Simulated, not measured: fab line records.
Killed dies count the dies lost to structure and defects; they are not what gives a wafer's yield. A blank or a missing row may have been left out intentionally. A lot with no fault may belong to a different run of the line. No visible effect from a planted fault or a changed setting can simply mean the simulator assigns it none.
fab line records	flow n5-finfet
[record] lots = 6	wafers = 17	last-day = 17
route steps=1938 shown BEOL_M0_SAQP@683 BEOL_M4@1111 PASSIVATION@1936
lots that met no fault: from a run of the same line without faults
start-h: start of the lot's first displayed wafer, in hours after the record's first day	wait-h: how many hours have passed since the lot's step before this one	" repeats the value in the row above	L1.1+2: a single row standing in for several wafers	- value missing, or start not given	* or withheld: withheld	< > ~ a bound
route shown NAME@n: NAME is a module with steps in the file, n the number in the route of the first one	usual: mean and standard deviation over wafers with no fault	same: alike in all rows	chamber/n: place in a boat	sites: each site's reading	_std_site: the values' standard deviation	_edge_site: outer sites' mean less inner sites'	radius-mm: for every site, how far away it sits from the centre of the wafer	mask NAME#n: copy n	behind: the last tool/chamber to shape the wafer	hold: cause of the lot's hold/its duration in hours/its outcome	device: the transistor (n, p or np) that didn't switch	end of line: tests of these same wafers at the route's end	step lacking rows: just its recipe	killed: not the wafer's yield, but the dies lost to structure and defects at the first sort	map: dies across one wafer; x = killed, . = not, _ = none there
set.NAME: the setting as run; set.NAME@STEP: as run at that earlier step	model.NAME: the simulator's own value behind a step, which no gauge read
a table for each step, a row for each wafer; lots at some steps of the route
services: when a tool's chamber went out of use (start-h, in hours from the record's first day, below 0 if earlier), for how many hours, and the reason
[[steps]]
[step N5_BEOL_M0_SAQP_COAT_34]
[recipe] resist = CAR-EUV	spin-rpm = 1500	resist-thk-nm = 30
[step N5_BEOL_M0_SAQP_EBR_36]
[recipe] solvent = PGMEA	ebr-width-mm = 1.5
[step N5_BEOL_M0_SAQP_SOFTBAKE_35]
[recipe] temp-c = 110	time-s = 60	resist = CAR-EUV
[step N5_BEOL_M0_SAQP_EXPOSE_37]
[recipe] mask-id = M0_CUT1	na = 0.33	source-shape = annular	sigma-inner = 0.35	sigma-outer = 0.8	polarization = unpolarized	target-cd-nm = 30	dose-mj = 44.75
[step N5_BEOL_M0_SAQP_PEB_38]
[recipe] peb-temp-c = 100	peb-time-s = 60	resist = CAR-EUV
[step N5_BEOL_M0_SAQP_DEVELOP_39]
[recipe] develop-time-s = 30	developer = TMAH	resist = CAR-EUV	rinse-liquid = surfactant-rinse	dry = air-spin	dev-temp-c = 23
[step N5_BEOL_M0_SAQP_CD_MEAS_40]
[recipe] target-cd-nm = 30	landing-energy-ev = 500	detector = se-inlens
[usual] cd-nm = 30.1/0.31
lot.wafer	tool	chamber	start-h	wait-h	cd-nm
L805.1	cd-sem-03	0	144.78	-	29.7
L805.5	"	0	"	"	30.0
L805.6	"	0	"	"	30.1
L807.2	cd-sem-01	0	163.42	-	30.0
L807.3	"	0	"	"	29.7
L807.5	"	0	"	"	29.7
L808.2	cd-sem-02	0	166.60	-	29.8
L808.4	"	0	"	"	29.9
L818.4	cd-sem-01	0	225.41	-	30.1
L818.5	"	0	"	"	30.2
L818.6	"	0	"	"	30.1
L820.1	cd-sem-03	0	237.83	-	29.8
L820.5	"	0	"	"	30.6
L820.6	"	0	"	"	30.1
L821.1	cd-sem-01	0	243.48	-	29.8
L821.4	"	0	"	"	29.9
L821.5	"	0	"	"	30.1
[step N5_BEOL_M0_SAQP_OVL_MEAS_41]
[recipe] points-per-wafer = 522
[usual] M0_CUT1_OVL = 0.3/0.76
lot.wafer	tool	chamber	start-h	wait-h	M0_CUT1_OVL[nm]
L805.1	overlay-01	0	144.81	0.0	-0.2
L805.5	"	0	"	"	0.4
L805.6	"	0	"	"	1.2
L807.2	overlay-01	0	163.45	0.0	-0.7
L807.3	"	0	"	"	0.5
L807.5	"	0	"	"	0.3
L808.2	overlay-02	0	166.64	0.0	0.4
L808.4	"	0	"	"	0.3
L818.4	overlay-01	0	225.45	0.0	1.7
L818.5	"	0	"	"	0.7
L818.6	"	0	"	"	1.9
L820.1	overlay-01	0	237.86	0.0	-1.1
L820.5	"	0	"	"	-1.6
L820.6	"	0	"	"	-1.5
L821.1	overlay-01	0	243.52	0.0	0.2
L821.4	"	0	"	"	0.3
L821.5	"	0	"	"	0.5
[step N5_BEOL_M0_SAQP_INSPECT_42]
[recipe] mode = adi	inspect-instrument = brightfield
[usual] raw-defect-count = 287/73
lot.wafer	tool	chamber	start-h	wait-h	raw-defect-count
L805.1	defect-inspect-02	-	144.87	0.1	364
L805.5	"	-	"	"	359
L805.6	"	-	"	"	250
L807.2	defect-inspect-01	-	163.50	0.0	217
L807.3	"	-	"	"	277
L807.5	"	-	"	"	294
L808.2	defect-inspect-01	-	166.69	0.0	386
L808.4	"	-	"	"	212
L818.4	defect-inspect-02	-	225.49	0.0	342
L818.5	"	-	"	"	303
L818.6	"	-	"	"	427
L820.1	defect-inspect-01	-	237.92	0.1	141
L820.5	"	-	"	"	151
L820.6	"	-	"	"	270
L821.1	defect-inspect-01	-	243.57	0.1	181
L821.4	"	-	"	"	218
L821.5	"	-	"	"	265
[step N5_BEOL_M0_SAQP_DESCUM_45]
[recipe] chemistry = O2	time-s = 7	source-power-w = 50	bias-power-w = 20	pressure-mtorr = 20	rf-frequency-hz = 2.712e+07	temp-c = 40	resist = CAR-EUV	o2-flow-sccm = 225
[usual] drypump-motor-current-A = 5.9/0.44	oes-product-au = 0.78/0.088	rf-vpp-V = 243.2/1.6	showerhead-plenum-p-Torr = 2.10/0.091	throttle-valve-pct = 20.4/0.35
[same] time-s = 7
lot.wafer	tool	chamber	start-h	wait-h	drypump-motor-current-A	oes-product-au	rf-hours-counter-h	rf-vpp-V	showerhead-plenum-p-Torr	throttle-valve-pct
L805.1	rie-diel-01	1	144.90	0.0	5.5	0.75	173	246.9	2.20	20.8
L805.5	"	2	"	"	5.4	0.74	-	242.5	1.96	20.2
L805.6	"	1	"	"	5.5	0.74	-	245.1	2.20	20.8
L807.2	rie-diel-01	2	163.92	0.4	5.5	0.73	207	241.4	1.96	20.2
L807.3	"	3	"	"	6.0	0.67	228	241.9	1.98	20.4
L807.5	"	1	"	"	5.5	0.73	-	244.4	2.20	20.8
L808.2	rie-diel-01	1	166.73	0.0	5.5	0.73	181	245.0	2.20	20.8
L808.4	"	0	"	"	5.7	0.90	24	245.0	2.12	19.7
L818.4	rie-diel-02	0	225.61	0.1	5.8	0.70	-	242.9	2.18	20.5
L818.5	"	1	"	"	5.8	0.86	-	245.4	2.23	20.0
L818.6	"	3	"	"	6.2	0.71	-	241.3	1.99	20.7
L820.1	rie-diel-06	0	237.97	0.1	6.7	0.70	209	245.2	2.17	20.6
L820.5	"	2	"	"	6.1	0.71	-	240.9	2.01	21.0
L820.6	"	3	"	"	5.8	0.89	-	242.3	2.06	20.4
L821.1	rie-diel-02	2	243.61	0.0	5.1	0.79	97	244.4	2.10	20.5
L821.4	"	1	"	"	5.7	0.85	48	244.6	2.23	20.0
L821.5	"	3	"	"	6.2	0.69	-	240.7	1.99	20.7
[step N5_BEOL_M0_SAQP_ETCH_88]
[recipe] chemistry = N2/H2	target = underlayer	target-depth-a = 65	time-s = 5.2	ion-energy-ev = 200	mask-material = CAR-EUV	pressure-mtorr = 30	source-w = 840	bias-w = 150	n2-flow-sccm = 200	h2-flow-sccm = 200	ends = cleared
[usual] bias-w = 149.9/0.43	drypump-motor-current-A = 5.9/0.44	etch-rf-on-time-s = 5.37/0.15	oes-product-au = 0.66/0.079	rf-vpp-V = 524/3.2	showerhead-plenum-p-Torr = 2.54/0.1	throttle-valve-pct = 17.8/0.31
lot.wafer	tool	chamber	start-h	wait-h	bias-w	drypump-motor-current-A	etch-rf-on-time-s	oes-product-au	rf-hours-counter-h	rf-vpp-V	showerhead-plenum-p-Torr	throttle-valve-pct
L805.1	rie-diel-01	1	144.94	0.0	150.3	5.5	5.31	0.63	173	527	2.64	18.0
L805.5	"	2	"	"	150.0	5.5	5.23	0.63	-	518	2.41	17.8
L805.6	"	1	"	"	149.7	5.5	5.34	0.63	-	527	2.64	18.0
L807.2	rie-diel-01	2	163.95	0.0	149.7	5.4	5.20	0.62	207	521	2.40	17.8
L807.3	"	3	"	"	150.1	6.0	5.52	0.56	228	518	2.42	17.9
L807.5	"	1	"	"	149.3	5.5	5.28	0.62	-	528	2.63	18.0
L808.2	rie-diel-01	1	166.76	0.0	150.3	5.5	5.34	0.63	181	526	2.63	18.0
L808.4	"	0	"	"	150.5	5.7	5.17	0.78	24	527	2.60	17.3
L818.4	rie-diel-02	0	225.64	0.0	150.3	5.8	5.57	0.57	-	528	2.63	17.9
L818.5	"	1	"	"	149.5	5.8	5.32	0.73	-	527	2.71	17.5
L818.6	"	3	"	"	150.2	6.2	5.14	0.60	-	520	2.42	18.1
L820.1	rie-diel-06	0	238.01	0.0	149.9	6.8	5.45	0.58	209	527	2.62	18.0
L820.5	"	2	"	"	149.8	6.1	5.36	0.59	-	520	2.44	18.5
L820.6	"	3	"	"	149.7	5.7	5.43	0.72	-	520	2.47	17.8
L821.1	rie-diel-02	2	243.64	0.0	149.5	5.1	5.46	0.66	97	526	2.54	17.7
L821.4	"	1	"	"	149.7	5.8	5.25	0.73	48	525	2.70	17.5
L821.5	"	3	"	"	150.6	6.2	5.19	0.59	-	520	2.41	18.1
[step N5_BEOL_M0_SAQP_ETCH_73]
[recipe] chemistry = CF4	target = SiARC	target-depth-a = 195	mask-material = CAR-EUV	time-s = 32.5	ion-energy-ev = 80	pressure-mtorr = 40	source-w = 545	bias-w = 36	Ar_flow_sccm = 100	cf4-flow-sccm = 100	ends = cleared
[usual] bias-w = 35.98/0.11	drypump-motor-current-A = 5.9/0.44	etch-rf-on-time-s = 33.5/0.86	oes-product-au = 0.66/0.078	rf-vpp-V = 184.1/1.3	showerhead-plenum-p-Torr = 2.14/0.078	throttle-valve-pct = 15.53/0.29
lot.wafer	tool	chamber	start-h	wait-h	bias-w	drypump-motor-current-A	etch-rf-on-time-s	oes-product-au	rf-hours-counter-h	rf-vpp-V	showerhead-plenum-p-Torr	throttle-valve-pct
L805.1	rie-diel-01	1	144.95	0.0	35.99	5.5	32.9	0.63	173	185.0	2.22	15.77
L805.5	"	2	"	"	36.06	5.4	32.7	0.62	-	182.3	2.05	15.60
L805.6	"	1	"	"	35.87	5.5	32.9	0.63	-	185.5	2.22	15.77
L807.2	rie-diel-01	2	163.97	0.0	35.93	5.5	32.3	0.62	207	182.4	2.05	15.63
L807.3	"	3	"	"	36.00	6.0	34.6	0.56	228	183.5	2.03	15.63
L807.5	"	1	"	"	35.94	5.5	32.9	0.63	-	184.9	2.21	15.78
L808.2	rie-diel-01	1	166.78	0.0	35.96	5.5	32.6	0.63	181	186.1	2.21	15.80
L808.4	"	0	"	"	35.94	5.6	32.7	0.78	24	185.7	2.17	15.02
L818.4	rie-diel-02	0	225.66	0.0	35.89	5.8	34.5	0.58	-	185.8	2.19	15.57
L818.5	"	1	"	"	35.91	5.7	33.5	0.73	-	185.3	2.26	15.14
L818.6	"	3	"	"	35.81	6.2	32.3	0.60	-	182.6	2.04	15.89
L820.1	rie-diel-06	0	238.02	0.0	36.22	6.8	33.8	0.59	209	184.9	2.19	15.67
L820.5	"	2	"	"	35.98	6.1	34.2	0.58	-	183.2	2.03	16.05
L820.6	"	3	"	"	35.97	5.8	34.4	0.71	-	183.7	2.10	15.48
L821.1	rie-diel-02	2	243.66	0.0	35.98	5.1	34.4	0.65	97	184.7	2.16	15.64
L821.4	"	1	"	"	36.03	5.8	33.4	0.72	48	185.8	2.25	15.14
L821.5	"	3	"	"	35.79	6.2	32.5	0.59	-	183.3	2.04	15.90
[step N5_BEOL_M0_SAQP_CUT_ETCH_46]
[recipe] chemistry = N2/H2	target = SOC	target-depth-a = 1350	overetch-a = 270	temp-c = 40	time-s = 202.5	ion-energy-ev = 200	mask-material = SiARC	pressure-mtorr = 30	source-w = 840	bias-w = 150	n2-flow-sccm = 200	h2-flow-sccm = 200
[usual] bias-w = 149.9/0.43	drypump-motor-current-A = 5.9/0.44	rf-vpp-V = 524/3.1	showerhead-plenum-p-Torr = 2.54/0.1	throttle-valve-pct = 17.8/0.31
lot.wafer	tool	chamber	start-h	wait-h	bias-w	drypump-motor-current-A	rf-hours-counter-h	rf-vpp-V	showerhead-plenum-p-Torr	throttle-valve-pct	model.SiARC_of_BEOL_M0_SAQP_COAT_72.thk-nm	model.BEOL_M0_SAQP.cd-nm
L805.1	rie-diel-01	1	144.99	0.0	150.5	5.5	173	526	2.64	18.0	5.2	29.6
L805.5	"	2	"	"	149.7	5.4	-	520	2.41	17.8	4.6	29.8
L805.6	"	1	"	"	150.7	5.5	-	527	2.64	18.0	5.2	29.8
L807.2	rie-diel-01	2	164.00	0.0	150.0	5.4	207	520	2.40	17.8	1.4	32
L807.3	"	3	"	"	149.7	6.0	228	519	2.42	17.8	5.6	29.6
L807.5	"	1	"	"	150.3	5.5	-	528	2.63	18.0	5.4	29.8
L808.2	rie-diel-01	1	166.81	0.0	149.9	5.5	181	527	2.63	18.0	2.2	31
L808.4	"	0	"	"	149.4	5.6	24	524	2.60	17.2	1.8	31.6
L818.4	rie-diel-02	0	225.76	0.1	150.2	5.8	-	527	2.63	17.9	5.6	30.4
L818.5	"	1	"	"	149.4	5.7	-	527	2.71	17.4	4.8	30
L818.6	"	3	"	"	150.9	6.2	-	521	2.42	18.1	4.8	30
L820.1	rie-diel-06	0	238.05	0.0	150.4	6.7	209	525	2.62	17.9	5.8	29.8
L820.5	"	2	"	"	149.5	6.1	-	521	2.44	18.5	5	30.2
L820.6	"	3	"	"	150.1	5.7	-	522	2.47	17.7	5.6	30
L821.1	rie-diel-02	2	243.69	0.0	149.6	5.1	97	523	2.54	17.7	6	29.6
L821.4	"	1	"	"	149.8	5.8	48	529	2.70	17.4	5.2	29.8
L821.5	"	3	"	"	149.7	6.2	-	522	2.41	18.1	5.2	29.6
[step N5_BEOL_M0_SAQP_STRIP_74]
[recipe] chemistry = N2/H2	temp-c = 40	n2-flow-sccm = 200	h2-flow-sccm = 200	rf-frequency-hz = 6e+07
[step N5_BEOL_M0_SAQP_STRIP_89]
[recipe] chemistry = N2/H2	temp-c = 40	n2-flow-sccm = 200	h2-flow-sccm = 200	rf-frequency-hz = 6e+07
[step N5_BEOL_M0_SAQP_ALD_48]
[recipe] material = SiO2	target-thk-a = 200	temp-c = 100	ald-precursor-family = BDEAS	ald-co-reactant = O2-plasma	pulse-time-s = 1	co-reactant-pulse-time-s = 1	purge-time-s = 2	co-reactant-purge-time-s = 2	ald-cycles = 139	pressure-torr = 2
[usual] heater-power-outer-w = 41/5.4	heater-power-w = 78/7.2	precursor-pulse-height-rel = 0.999/0.019
lot.wafer	tool	chamber	start-h	wait-h	heater-power-outer-w	heater-power-w	precursor-pulse-height-rel
L805.1	ald-sin-02	0	145.19	0.0	40	77	1.019
L805.5	"	0	"	"	40	79	1.010
L805.6	"	1	"	"	48	78	0.984
L807.2	ald-sin-02	2	164.86	0.7	40	74	0.998
L807.3	"	0	"	"	41	79	1.009
L807.5	"	1	"	"	48	81	0.989
L808.2	ald-sin-01	2	167.01	0.0	37	77	1.051
L808.4	"	1	"	"	44	80	1.004
L818.4	ald-sin-03	0	226.13	0.3	36	72	1.002
L818.5	"	2	"	"	48	89	1.000
L818.6	"	1	"	"	48	83	1.002
L820.1	ald-sin-01	2	238.26	0.0	37	76	1.001
L820.5	"	2	"	"	37	78	1.015
L820.6	"	1	"	"	43	83	0.963
L821.1	ald-sin-02	3	243.89	0.0	38	78	1.023
L821.4	"	0	"	"	40	74	0.959
L821.5	"	2	"	"	39	73	1.038
[step N5_BEOL_M0_SAQP_ETCH_49]
[recipe] chemistry = CF4/O2	target-depth-a = 370	target = SiO2	pressure-mtorr = 40	source-w = 535	bias-w = 49	Ar_flow_sccm = 100	cf4-flow-sccm = 100	O2_flow_sccm = 10	ion-energy-ev = 100
[usual] bias-w = 49.02/0.15	drypump-motor-current-A = 6.0/0.43	oes_f_703_au = 0.77/0.091	oes-product-au = 0.78/0.097	rf-vpp-V = 242/5.7	showerhead-plenum-p-Torr = 2.18/0.074	throttle-valve-pct = 15.81/0.28
lot.wafer	tool	chamber	start-h	wait-h	bias-w	drypump-motor-current-A	oes_f_703_au	oes-product-au	rf-hours-counter-h	rf-vpp-V	showerhead-plenum-p-Torr	throttle-valve-pct	model.BEOL_M0_SAQP.cd-nm
L805.1	rie-diel-06	2	145.71	0.3	48.97	6.1	0.70	0.72	178	251	2.11	16.25	29.8
L805.5	"	1	"	"	49.02	6.5	0.91	0.92	-	238	2.17	15.52	29.8
L805.6	"	2	"	"	48.99	6.1	0.70	0.72	-	249	2.10	16.23	30
L807.2	rie-diel-06	0	165.38	0.3	49.10	6.8	0.72	0.71	186	235	2.26	15.85	32
L807.3	"	2	"	"	49.00	6.1	0.69	0.71	183	252	2.10	16.25	29.6
L807.5	"	3	"	"	48.95	5.7	0.85	0.90	-	240	2.17	15.68	29.8
L808.2	rie-diel-06	1	167.73	0.5	49.19	6.4	0.89	0.92	35	237	2.16	15.53	31
L808.4	"	2	"	"	49.07	6.1	0.70	0.71	185	250	2.10	16.26	31.6
L818.4	rie-diel-02	0	226.60	0.2	49.05	5.8	0.64	0.69	-	245	2.25	15.83	30.2
L818.5	"	3	"	"	48.69	6.2	0.70	0.69	-	237	2.10	16.13	30.2
L818.6	"	1	"	"	48.92	5.7	0.86	0.86	-	250	2.32	15.39	30
L820.1	rie-diel-06	0	238.78	0.3	49.09	6.8	0.70	0.69	209	235	2.25	15.90	29.6
L820.5	"	3	"	"	49.19	5.8	0.82	0.87	-	241	2.16	15.73	30
L820.6	"	0	"	"	48.99	6.7	0.70	0.69	-	234	2.25	15.91	30
L821.1	rie-diel-06	1	244.42	0.3	49.05	6.5	0.86	0.87	54	238	2.16	15.57	29.6
L821.4	"	3	"	"	48.99	5.7	0.82	0.87	52	240	2.16	15.73	29.6
L821.5	"	3	"	"	49.02	5.8	0.81	0.87	-	241	2.16	15.71	29.6
[step N5_BEOL_M0_SAQP_STRIP_75]
[recipe] chemistry = CF4	resist = SiARC	power-w = 300	bias-power-w = 75	pressure-mtorr = 50	cf4-flow-sccm = 150	rf-frequency-hz = 6e+07
[usual] drypump-motor-current-A = 6.0/0.43	oes-product-au = 0.181/0.022	rf-vpp-V = 270.7/1.8	showerhead-plenum-p-Torr = 1.77/0.058	throttle-valve-pct = 13.5/0.31
lot.wafer	tool	chamber	start-h	wait-h	drypump-motor-current-A	oes-product-au	rf-hours-counter-h	rf-vpp-V	showerhead-plenum-p-Torr	throttle-valve-pct
L805.1	rie-diel-06	2	145.81	0.1	6.1	0.173	178	269.6	1.71	14.0
L805.5	"	1	"	"	6.5	0.213	-	269.4	1.76	13.2
L805.6	"	2	"	"	6.1	0.165	-	269.0	1.71	14.0
L807.2	rie-diel-06	0	165.48	0.1	6.8	0.166	186	273.4	1.84	13.6
L807.3	"	2	"	"	6.1	0.168	184	269.3	1.71	14.0
L807.5	"	3	"	"	5.7	0.215	-	272.4	1.76	13.4
L808.2	rie-diel-06	1	167.83	0.1	6.5	0.211	35	269.2	1.75	13.2
L808.4	"	2	"	"	6.1	0.167	185	269.1	1.71	14.0
L818.4	rie-diel-02	0	226.66	0.0	5.8	0.154	-	271.3	1.84	13.6
L818.5	"	3	"	"	6.2	0.166	-	270.5	1.70	13.9
L818.6	"	1	"	"	5.7	0.202	-	271.7	1.88	13.1
L820.1	rie-diel-06	0	238.88	0.1	6.7	0.164	209	271.7	1.83	13.7
L820.5	"	3	"	"	5.8	0.206	-	268.8	1.76	13.4
L820.6	"	0	"	"	6.7	0.159	-	272.7	1.83	13.7
L821.1	rie-diel-06	1	244.52	0.1	6.5	0.194	54	270.0	1.75	13.3
L821.4	"	3	"	"	5.7	0.200	52	270.1	1.75	13.4
L821.5	"	3	"	"	5.8	0.199	-	272.0	1.76	13.4
[step N5_BEOL_M4_RC_MEAS_101]
[usual] DIBL_N = 35.0/2.4	DIBL_P = 35.4/2.8	IOFF_N = 0.14/0.045	IOFF_P = 0.20/0.048	ION_N = 667/19	ION_P = 460/11	SS_N = 71.2/0.71	SS_P = 73.1/0.86	VT_N = 252/4.6	VT_P = -251/3.4
lot.wafer	tool	chamber	start-h	wait-h	DIBL_N[mV/V]	DIBL_P[mV/V]	IOFF_N[nA/um]	IOFF_P[nA/um]	ION_N[uA/um]	ION_P[uA/um]	SS_N[mV/dec]	SS_P[mV/dec]	VT_N[mV]	VT_P[mV]
L805.1	prober-02	0	208.13	0.0	34.7	32.9	0.13	0.17	643	446	71.5	72.7	252	-252
L805.5	"	0	"	"	36.0	34.7	0.15	0.20	658	458	71.7	73.4	248	-250
L805.6	"	0	"	"	34.6	34.1	0.14	0.19	668	462	71.1	72.3	250	-249
L808.2	prober-02	0	212.46	0.2	35.5	37.4	0.15	0.21	660	455	71.6	73.8	252	-252
L808.4	"	0	"	"	33.0	34.0	0.11	0.16	653	447	71.5	72.6	256	-253
L807.2	prober-02	0	222.28	0.2	34.8	34.8	0.12	0.18	645	443	71.6	73.2	253	-252
L807.3	"	0	"	"	30.9	31.4	0.09	0.14	647	458	70.6	71.2	258	-252
L807.5	"	0	"	"	34.4	35.5	0.13	0.18	666	461	70.8	72.9	252	-251
L818.4	prober-02	0	277.36	0.7	36.1	35.2	0.14	0.20	691	477	71.3	73.9	252	-252
L818.5	"	0	"	"	33.7	31.2	0.11	0.14	681	466	70.3	72.2	254	-256
L818.6	"	0	"	"	39.1	37.8	0.21	0.24	666	456	72.0	74.4	246	-250
L820.1	prober-02	0	283.67	0.0	32.4	32.4	0.09	0.14	633	442	70.3	71.4	261	-255
L820.5	"	0	"	"	38.1	40.2	0.18	0.25	683	473	72.2	74.4	248	-250
L820.6	"	0	"	"	36.0	37.3	0.14	0.20	685	469	71.5	73.2	254	-253
L821.1	prober-02	0	302.25	0.0	30.8	33.0	0.10	0.14	656	461	70.8	72.5	255	-255
L821.4	"	0	"	"	34.7	37.7	0.15	0.20	674	461	71.4	73.3	248	-251
L821.5	"	0	"	"	31.4	33.8	0.11	0.16	672	471	70.4	73.0	253	-255
[step N5_PASSIVATION_PROBE_49]
[usual] defect-limited-yield = 91.7/1.4	killed_at_M0_to_M3 = 32/9.7	killed_at_M4_up = 14/5.5	killed-at-contacts = 13/6.1	killed-at-front-end = 35/10	killed-at-other = 4.2/2.9	killed-dies = 98/17	killed-open = 63/12	killed-short = 32/7.7	sort_bin_5_function = 4.8/0.9	sort_bin_6_memory = 3.1/0.63	sort_bin_8_speed = 1/3.3	sort-n-pass = 1073/41	sort-yield-pct = 91/3.5
[same] gross-dies = 1180	killed-at-back-side = 0	sort_bin_4_leakage[%] = 0
lot.wafer	tool	chamber	start-h	wait-h	defect-limited-yield[%]	killed_at_M0_to_M3	killed_at_M4_up	killed-at-contacts	killed-at-front-end	killed-at-other	killed-dies	killed-open	killed-short	sort_bin_5_function[%]	sort_bin_6_memory[%]	sort_bin_8_speed[%]	sort-n-pass	sort-yield-pct[%]
L808.4	prober-01	-	321.73	0.2	91.7	25	9	10	47	7	98	62	30	5.3	2.9	0	1082	92
L818.4	prober-02	-	383.18	0.2	95.2	21	10	7	18	1	57	38	16	3.1	1.4	0	1123	95
L818.5	prober-02	-	383.23	0.2	91.7	29	11	4	49	5	98	55	42	5.2	2.6	0	1082	92
L818.6	prober-02	-	383.28	0.3	91.9	23	11	24	35	3	96	60	36	4.8	3.1	0	1084	92
// killed by level:class
L808.4 DUMMY_GATE:geometric-particle:open=9 FIN_SAQP:geometric-particle:short=8 MOL_CONTACT_COAG:geometric-particle:open=6 BEOL_M3:geometric-particle:open=6 FIN_SAQP:geometric-particle:open=5 FIN_CUT:area-etch=5 MOL_CONTACT_COAG:geometric-particle:short=4 BEOL_M0_SAQP:geometric-particle:open=4
L818.4 BEOL_M0_SAQP:geometric-particle:open=6 FIN_SAQP:geometric-particle:open=5 MOL_CONTACT_COAG:geometric-particle:open=5 BEOL_M0_SAQP:geometric-particle:short=4 BEOL_M3:geometric-particle:open=4 BEOL_M4:geometric-particle:open=4 FIN_SAQP:geometric-particle:short=3 BEOL_M0:geometric-particle:open=3
L818.5 BEOL_M0_SAQP:geometric-particle:short=11 BEOL_M0_SAQP:geometric-particle:open=10 FIN_SAQP:geometric-particle:short=9 FIN_SAQP:geometric-particle:open=8 STI_FIN_REVEAL:geometric-particle:open=8 STARTING-WAFER:geometric-particle:short=5 DUMMY_GATE:geometric-particle:open=4 STI_FIN_REVEAL:geometric-particle:short=4
L818.6 MOL_CONTACT_COAG:geometric-particle:open=17 BEOL_M0_SAQP:geometric-particle:short=10 FIN_SAQP:geometric-particle:open=8 FIN_SAQP:geometric-particle:short=7 MOL_CONTACT_COAG:geometric-particle:short=7 BEOL_M0_SAQP:geometric-particle:open=5 BEOL_M4:geometric-particle:open=5 STI_FIN_REVEAL:geometric-particle:open=4
[[services]]
tool	chamber	start-h	hours	kind
rie-diel-02	3	134.23	1.3	repair
rie-diel-02	-	147.33	14.6	pm
ald-sin-02	3	154.85	4.6	repair
ald-sin-01	0	167.58	4.1	repair
rie-diel-02	1	176.33	5.3	repair
ald-sin-02	-	176.95	14.0	pm
ald-sin-02	0	176.95	14.0	vent-cycle
ald-sin-02	1	176.95	14.0	vent-cycle
ald-sin-02	2	176.95	14.0	vent-cycle
ald-sin-02	3	176.95	14.0	vent-cycle
ald-sin-02	0	190.95	-	clean
ald-sin-02	1	190.95	-	clean
ald-sin-02	2	190.95	-	clean
ald-sin-02	3	190.95	-	clean
ald-sin-03	-	198.43	4.7	repair
ald-sin-01	3	198.69	2.8	repair
rie-diel-01	3	198.80	7.3	repair
ald-sin-02	0	206.19	2.7	repair
rie-diel-01	3	211.77	18.5	repair
ald-sin-01	0	240.77	4.0	repair
[[key]]
first-sign none at tools or gauges
[model-effect] step = N5_BEOL_M0_SAQP_CUT_ETCH_46	value = SiARC_of_BEOL_M0_SAQP_COAT_72.thk-nm	without = 4.733	struck = 1.8
[model-effect] step = N5_BEOL_M0_SAQP_ETCH_49	value = BEOL_M0_SAQP.cd-nm	without = 30.07	struck = 31.53
met-at N5_BEOL_M0_SAQP_CUT_ETCH_46
struck-wafers L807.2,L808.2,L808.4
onset-between 144.99 164.00
[fault] kind = process-parameter-drift	tool = rie-diel-01	chamber = -	onset-h = 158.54	steps = N5_BEOL_M0_SAQP_CUT_ETCH_46	channel = time-s	offset = *	shape = step	end-h = 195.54	scope = struck-wafers-only	acts-in = *	stated = *
